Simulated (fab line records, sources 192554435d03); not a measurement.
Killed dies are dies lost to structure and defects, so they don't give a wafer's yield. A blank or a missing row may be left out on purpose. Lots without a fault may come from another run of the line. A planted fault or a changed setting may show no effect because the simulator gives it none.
fab line records | flow n5_finfet
record lots=4 wafers=12 last_day=15
route steps=1938 shown BEOL_M9@1450 BEOL_M10@1470 PASSIVATION@1936
lots that met no fault: from a run of the same line without faults
start_h: hours from the record's first day to the start of the lot's first wafer shown | wait_h: hours since the lot's step before | " the same as in the row above | L1.1+2: a row that stands for several wafers | - no value, or no start given | * or withheld: withheld | < > ~ a bound
route shown NAME@n: a module of which the file shows steps, and the number in the route of the first | usual: mean/standard deviation of fault-free wafers | same: alike in all rows | chamber/n: place in a boat | sites: the reading at each site | _std_site: their standard deviation | _edge_site: outer sites' mean less inner sites' | radius_mm: how far each site lies from the wafer's centre | mask NAME#n: copy n | behind: the tool/chamber that last shaped the wafer | hold: why the lot was held/for how many hours/how that ended | device: the transistor (n, p or np) that didn't switch | end of line: the same wafers' tests at the end of the route | a step without rows: its recipe alone | killed: dies lost to structure and defects at the first sort, not the wafer's yield | map: a wafer's dies, x killed, . not, _ none there
set.NAME: the setting as run; set.NAME@STEP: as run at that earlier step | model.NAME: the simulator's own value behind a step, which no gauge read
lots at some steps of the route; a table a step, a row a wafer
## steps
# step N5_BEOL_M9_HM_STRIP_39
# recipe chemistry=peroxide_tin_strip material=TiN target_depth_a=250 temp_c=50 time_s=158
# step N5_BEOL_M9_SRD_40
# recipe time_s=30 temp_c=23 rinse_liquid=diw dry=ipa_marangoni
# step N5_BEOL_M9_PRECLEAN_42
# recipe chemistry=residue_remover time_s=60 temp_c=40
# step N5_BEOL_M9_SRD_43
# recipe time_s=30 temp_c=23 rinse_liquid=diw dry=ipa_marangoni
# step N5_BEOL_M9_CURE_72
# recipe temp_c=370 time_s=120 ambient=DMADMS/He material=SiCOH_lowk
# step N5_BEOL_M9_DEGAS_44
# recipe ambient=vacuum temp_c=250 time_s=60
# step N5_BEOL_M9_PRE_CLEAN_45
# recipe gas=H2/He time_s=30 temp_c=250
# step N5_BEOL_M9_ALD_74
# recipe material=TaN target_thk_a=20 temp_c=275 ald_precursor_family=PDMAT ald_co_reactant=NH3 pressure_torr=3 carrier_flow_sccm=1500 pulse_time_s=2 purge_time_s=3 co_reactant_purge_time_s=2 co_reactant_pulse_time_s=3 ald_cycles=40 precursor_vessel_temp_c=75 precursor_vessel_pressure_torr=26.25 precursor_vessel_carrier_sccm=1000
# step N5_BEOL_M9_SURFACE_TREAT_79
# recipe gas=Ar time_s=* ion_energy_ev=* ion_current_ma_cm2=0.5 pressure_mtorr=* ar_flow_sccm=30
# step N5_BEOL_M9_CVD_78
# recipe material=Co target_thk_a=20 temp_c=withheld precursor=CCTBA/H2 pressure_torr=30 time_s=138.9
# step N5_BEOL_M9_SPUTTER_48
# recipe material=Cu target_thk_a=120 temp_c=-20 bias_v=60 power_w=26000 chamber_pressure_pa=0.13 time_s=2
# usual throttle_valve_pct=30.2/1.3
# columns lot.wafer tool chamber start_h wait_h throttle_valve_pct
L165.2 pvd_sputter-01 - 216.83 0.5 29.1
L165.5 " - " " 30.1
L165.6 " - " " 31.3
L173.2 pvd_sputter-01 - 284.08 0.1 31.5
L173.4 " - " " 31.1
L173.5 " - " " 29.2
L174.1 pvd_sputter-01 - 284.83 0.2 28.8
L174.4 " - " " 29.7
L174.5 " - " " 31.2
L176.1 pvd_sputter-02 - 298.57 0.1 31.1
L176.3 " - " " 31.5
L176.5 " - " " 27.7
# step N5_BEOL_M9_ECD_50
# recipe material=Cu target_thk_a=3180
# step N5_BEOL_M9_ANNEAL_51
# recipe temp_c=225 time_s=90 ambient=N2
# step N5_BEOL_M9_CMP_52
# recipe stop_on=SiCOH_lowk t_overpolish_s=7 down_force_psi=1 platen_rpm=50 clearing_platen_down_force_psi=1.5 clearing_platen_rpm=50 post_cmp_clean=cu_alkaline target_thk_nm=140 clearing_platen_pad_velocity_m_s=0.99484 pad_velocity_m_s=0.99484
# step N5_BEOL_M9_PRE_CLEAN_55
# recipe gas=NH3 time_s=15 temp_c=withheld rf_power_w=300
# step N5_BEOL_M9_DEP_56
# recipe material=SiCN target_thk_a=150 temp_c=withheld precursor=3MS/NH3 pressure_torr=3 rf_w=202 time_s=26.5
# step N5_BEOL_M10_ILD_DEP_00
# recipe material=SiCOH_lowk target_thk_a=3085.1 temp_c=300 precursor=DEMS/porogen pressure_torr=5 rf_w=500 time_s=58
# step N5_BEOL_M10_CURE_71
# recipe temp_c=385 time_s=240 ambient=He/Ar material=SiCOH_lowk
# step N5_BEOL_M10_PECVD_70
# recipe material=SiO2 target_thk_a=200 temp_c=400 precursor=TEOS/O2 pressure_torr=5.5 rf_w=450 teos_flow_sccm=53.8 gas=O2 flow_sccm=3000 time_s=22.7
# step N5_BEOL_M10_HM_DEP_02
# recipe material=TiN target_thk_a=200 temp_c=25 chamber_pressure_pa=0.49996
# step N5_BEOL_M10_COAT_59
# recipe resist=SOC temp_c=250 time_s=60 spin_rpm=1500 resist_thk_nm=100
# step N5_BEOL_M10_COAT_60
# recipe resist=SiARC temp_c=220 time_s=60 spin_rpm=1500 resist_thk_nm=30
# step N5_BEOL_M10_COAT_05
# recipe resist=CAR-ArF spin_rpm=1500 resist_thk_nm=90
# step N5_BEOL_M10_EBR_07
# recipe solvent=PGMEA ebr_width_mm=1.5
# step N5_BEOL_M10_SOFTBAKE_06
# recipe temp_c=110 time_s=60 resist=CAR-ArF
# step N5_BEOL_M10_EXPOSE_08
# recipe mask_id=M10 na=1.35 source_shape=dipole sigma_inner=0.411 sigma_outer=0.611 polarization=te dose_mj=53.75
# step N5_BEOL_M10_PEB_09
# recipe peb_temp_c=withheld peb_time_s=60 resist=CAR-ArF
# step N5_BEOL_M10_DEVELOP_10
# recipe develop_time_s=30 developer=TMAH resist=CAR-ArF rinse_liquid=diw dry=air_spin dev_temp_c=23
# step N5_BEOL_M10_DESCUM_16
# recipe chemistry=O2 time_s=7.9 source_power_w=50 bias_power_w=20 pressure_mtorr=20 rf_frequency_hz=2.712e+07 temp_c=40 resist=CAR-ArF o2_flow_sccm=225
# step N5_BEOL_M10_ETCH_61
# recipe chemistry=CF4 target=SiARC target_depth_a=390 mask_material=CAR-ArF time_s=65 ion_energy_ev=80 pressure_mtorr=40 source_w=545 bias_w=36 Ar_flow_sccm=100 cf4_flow_sccm=100 ends=cleared
# step N5_BEOL_M10_ETCH_62
# recipe chemistry=N2/H2 target=SOC target_depth_a=1100 overetch_a=220 mask_material=SiARC temp_c=40 time_s=165 ion_energy_ev=200 pressure_mtorr=30 source_w=840 bias_w=150 n2_flow_sccm=200 h2_flow_sccm=200
# step N5_BEOL_M10_STRIP_68
# recipe chemistry=N2/H2 temp_c=40 n2_flow_sccm=200 h2_flow_sccm=200 rf_frequency_hz=6e+07
# step N5_BEOL_M10_STRIP_67
# recipe chemistry=CF4 resist=SiARC power_w=300 bias_power_w=75 pressure_mtorr=50 cf4_flow_sccm=150 rf_frequency_hz=6e+07
# step N5_PASSIVATION_PROBE_49
# usual defect_limited_yield=91.4/1.4 killed_at_M0_to_M3=31/10 killed_at_M4_up=14/5.6 killed_at_contacts=13/6.3 killed_at_front_end=39/10 killed_at_other=4/3.1 killed_dies=101/16 killed_open=65/13 killed_short=34/7.2 sort_bin_5_function=5.1/0.88 sort_bin_6_memory=3.2/0.66 sort_n_pass=1079/16 sort_yield_pct=91.4/1.4
# same gross_dies=1180 killed_at_back_side=0 sort_bin_4_leakage[%]=0 sort_bin_8_speed[%]=0
# columns lot.wafer tool chamber start_h wait_h defect_limited_yield[%] killed_at_M0_to_M3 killed_at_M4_up killed_at_contacts killed_at_front_end killed_at_other killed_dies killed_open killed_short sort_bin_5_function[%] sort_bin_6_memory[%] sort_n_pass sort_yield_pct[%]
L174.1 prober-01 - 340.80 0.0 78.5 38 165 6 45 0 254 58 34 14.5 3.6 926 78.5
L174.4 prober-01 - 340.95 0.2 79.8 23 163 14 36 2 238 62 27 11.9 4.2 942 79.8
L174.5 prober-01 - 341.00 0.2 79.2 36 150 8 49 3 246 60 44 11.6 4.3 934 79.2
L173.2 prober-01 - 345.01 0.1 78.6 25 176 5 46 1 253 74 26 13.2 4.4 927 78.6
L173.4 prober-01 - 345.11 0.2 80.3 16 179 12 26 0 233 47 28 12.1 3.9 947 80.3
L173.5 prober-01 - 345.16 0.2 78.5 30 180 7 36 1 254 68 28 13.3 4.1 926 78.5
# killed by level:class
L174.1 BEOL_M9:unspecified=160 FIN_SAQP:geometric_particle:open=11 BEOL_M0_SAQP:geometric_particle:open=11 FIN_SAQP:geometric_particle:short=8 BEOL_M0_SAQP:geometric_particle:short=8 BEOL_M3:geometric_particle:open=6 BEOL_M2:geometric_particle:open=6 GATE_CUT:geometric_particle:short=5
L174.4 BEOL_M9:unspecified=149 MOL_CONTACT_COAG:geometric_particle:open=11 BEOL_M4:geometric_particle:open=9 GATE_CUT:geometric_particle:short=7 STI_FIN_REVEAL:geometric_particle:open=6 FIN_SAQP:geometric_particle:open=5 DUMMY_GATE:geometric_particle:open=5 BEOL_M1:geometric_particle:open=5
L174.5 BEOL_M9:unspecified=142 FIN_SAQP:geometric_particle:short=11 GATE_CUT:geometric_particle:short=10 BEOL_M0_SAQP:geometric_particle:open=9 BEOL_M0_SAQP:geometric_particle:short=8 STI_FIN_REVEAL:geometric_particle:open=7 MOL_CONTACT_COAG:geometric_particle:open=6 BEOL_M2:geometric_particle:open=6
L173.2 BEOL_M9:unspecified=153 FIN_SAQP:geometric_particle:open=21 BEOL_M4:geometric_particle:open=15 FIN_SAQP:geometric_particle:short=8 BEOL_M0_SAQP:geometric_particle:open=7 STI_FIN_REVEAL:geometric_particle:open=6 BEOL_M0_SAQP:geometric_particle:short=6 MOL_CONTACT_COAG:geometric_particle:open=5
L173.4 BEOL_M9:unspecified=158 BEOL_M4:geometric_particle:open=14 STI_FIN_REVEAL:geometric_particle:open=10 MOL_CONTACT_COAG:geometric_particle:open=6 MOL_CONTACT_COAG:geometric_particle:short=6 BEOL_M3:geometric_particle:open=6 BEOL_M0_SAQP:geometric_particle:short=4 BEOL_M3:geometric_particle:short=4
L173.5 BEOL_M9:unspecified=158 FIN_SAQP:geometric_particle:short=9 BEOL_M2:geometric_particle:open=9 BEOL_M4:geometric_particle:open=9 BEOL_M0_SAQP:geometric_particle:short=8 FIN_SAQP:geometric_particle:open=7 MOL_CONTACT_COAG:geometric_particle:open=6 BEOL_M7:geometric_particle:open=6
# map L173.5 (x killed, . not)
_________________...x......x.________________
______________..........x......._____________
___________........x......x...x....__________
__________x...........x...x........._________
________......x......................._______
_______x.........x....x................______
______....x....x...x...............x...._____
_____.x..........................xx......____
____..x......x.............x........x.....___
___..........xx.x..........................__
___.............x..............x...........__
__.x..x.....x...............xx..x..........._
__......xx...xx..x.............x.x.........._
_..xx.xx.xxxxx.......x.....x.................
_..xxxxxxxxxxxx.................x.....x......
_xxxxxxxxxxxxxxx.x......x...........x........
_...xxxxxxxxxxxxx..xx............x....xx.....
_..xxxxxxxxxxxxxxx...........................
_..xxxxxxxxxxxxx...x..................x...x..
_xxxxxxxxxxxxxxxx..........x........x.x......
_..xxxxxxxxxxxxxx..x...........xx..........x.
__.xxxxxxxxxxxxxxx..xx......................_
__xxxxxxxxxxxxxxxx.......x.........x........_
___x.xxxxxxxxxxxx..........................__
___...xx.xx.x.x.x.........................x__
____....xx...........x....................___
_____........x...........x.............xx____
______...x...x.........................._____
_______............x.....x.......x.....______
________......x............x...x......_______
__________.....x......x..........x.._________
___________...x.x..x....x.....xx...__________
______________.x................_____________
_________________.....x...x..________________
# map L174.1 (x killed, . not)
_________________.x.x....x...________________
______________.................._____________
___________.........x..............__________
__________.x.........x..x..........._________
________................x...........x._______
_______.................x..............______
______...x....x.x..x...x................_____
_____....................................____
____..............................x..x....___
___..x...........x.x.x.................x...__
___.....x.....x.................x....x....x__
__..........xx...x................x........x_
__......x.....x............x............x..._
_x....x.x.xxx..x.x..x...x...........x..xx..xx
_...xxxxxxxxxxxx................x............
_...xxxxxxxxxxxx..x......x.......x...........
_x.xxxxxxxxxxxxxxx.xx.........x..............
_x.xxxxxxxxxxxxxxx.x.......xx................
_..xxxxxxxxxxxxxx.x.....x..x..........x....x.
_xxxxxxxxxxxxxxxx....x......xx...............
_x.xxxxxxxxxxxxxxx..................x........
__xxxxxxxxxxxxxx.x....................x....._
__..xxxxxxxxxxx.xx....x....................._
___.xxxxxxxxxx...................x.........__
___xxxxxxxxxxxx....................x..xx...__
____.x..xxxxx.........x......x...x........___
_____....x........x.......x..............____
______....x..........................x.._____
_______............................x...______
________x.x..x.........x.............._______
__________.......x.................._________
___________....x.......x...........__________
______________............x....x_____________
_________________.......x...x________________
## key
first_sign step=N5_PASSIVATION_PROBE_49 reading=killed_at_M4_up direction=up sigmas=28 usual=14 struck=169
effect step=N5_PASSIVATION_PROBE_49 reading=defect_limited_yield direction=down sigmas=8.9 usual=91.4 struck=79.1
more_kills_born_at N5_BEOL_M9_SPUTTER_48@pvd_sputter-01=920
met_at N5_BEOL_M9_SPUTTER_48
struck_wafers L173.2,L173.4,L173.5,L174.1,L174.4,L174.5
onset_between 216.83 284.08
fault kind=chamber_particle_source tool=pvd_sputter-01 chamber=- onset_h=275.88 steps=N5_BEOL_M9_SPUTTER_48 rate_per_visit_cm2=1.9184 end_h=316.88
